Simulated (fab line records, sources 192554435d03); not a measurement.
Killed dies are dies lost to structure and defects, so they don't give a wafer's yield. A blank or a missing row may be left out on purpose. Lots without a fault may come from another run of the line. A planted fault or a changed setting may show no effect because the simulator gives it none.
Which tool did it? | flow n5_finfet | 9 lots, 27 wafers sampled, at 3 steps of a route of 1938

WHAT THE GAUGES READ, wafer by wafer
N5_BEOL_M8_CD_MEAS_28: target cd 40 nm.
lot  | measured     | on        | cd_nm (nm)
L640 | day 9 17:10  | cd_sem-02 | 40.67 40.45 40.47
L641 | day 9 17:00  | cd_sem-03 | 40.06 40.17 40.40
L642 | day 10 04:20 | cd_sem-02 | 40.17 39.98 40.25
L643 | day 10 11:17 | cd_sem-02 | 39.94 39.84 40.31
L644 | day 10 17:19 | cd_sem-01 | 39.87 39.98 40.11
L645 | day 11 12:16 | cd_sem-01 | 40.04 40.22 40.31
L652 | day 12 21:40 | cd_sem-02 | 39.17 39.33 39.25
L657 | day 13 17:42 | cd_sem-03 | 40.27 40.22 40.29
L661 | day 15 04:50 | cd_sem-01 | 40.02 40.02 40.30

WHICH TOOL RAN EACH LOT (tool, then ch and the chambers of the sampled wafers, then the start)
lot  | N5_BEOL_M8_ETCH_62                 | N5_BEOL_M8_EXPOSE_25
L640 | rie_diel-02 ch 1,2,3, day 9 15:39  | euv_scanner-02 ch 0, day 9 17:02
L641 | rie_diel-05 ch 0,1,3, day 9 16:12  | euv_scanner-01 ch 0, day 9 16:52
L642 | rie_diel-02 ch 2,3, day 10 03:29   | euv_scanner-02 ch 0, day 10 04:13
L643 | rie_diel-03 ch 1,3, day 10 10:12   | euv_scanner-01 ch 0, day 10 11:10
L644 | rie_diel-05 ch 1,3, day 10 16:13   | euv_scanner-02 ch 0, day 10 17:11
L645 | rie_diel-03 ch 1,2, day 11 08:02   | euv_scanner-01 ch 0, day 11 12:08
L652 | rie_diel-05 ch 0,3, day 12 20:14   | euv_scanner-01 ch 0, day 12 21:32
L657 | rie_diel-02 ch 0,1,3, day 13 15:32 | euv_scanner-02 ch 0, day 13 17:34
L661 | rie_diel-03 ch 1,2, day 15 02:34   | euv_scanner-02 ch 0, day 15 04:43
- N5_BEOL_M8_ETCH_62: etches SOC in N2/H2, target depth 110 nm, overetch 22 nm, time 165 s.
- N5_BEOL_M8_EXPOSE_25: exposes mask V7, target cd 40 nm.

THE ANSWER, worked out from the rows above alone
Rule: what is usual is taken from the lots themselves. Put in order of their means at a reading, lots are off if they are a third of the lots or fewer, leave a main group of 4 or more, and stand apart from it by a gap of 3 or more times the standard deviation of the main group's means; of several such gaps the widest counts. A main group whose means are all the same, to the digits that the tables above print for the reading, isn't used. A lot without any number at a reading at which 4 lots or more have one is off too. The other lots that the step has rows for count as sound.
Off: L652, at N5_BEOL_M8_CD_MEAS_28 (cd_nm). The main group: mean 40.18 nm, standard deviation 0.16.
A tool fits if, at a process step before that reading, it ran every lot that is off, and no sound lot after the first of them. The gauges at N5_BEOL_M8_CD_MEAS_28 are tried like those tools. Can't be told from this: 3 tools fit, rie_diel-05 at N5_BEOL_M8_ETCH_62, euv_scanner-01 at N5_BEOL_M8_EXPOSE_25, cd_sem-02 at N5_BEOL_M8_CD_MEAS_28.

WHAT THE SIMULATOR HAD PUT IN
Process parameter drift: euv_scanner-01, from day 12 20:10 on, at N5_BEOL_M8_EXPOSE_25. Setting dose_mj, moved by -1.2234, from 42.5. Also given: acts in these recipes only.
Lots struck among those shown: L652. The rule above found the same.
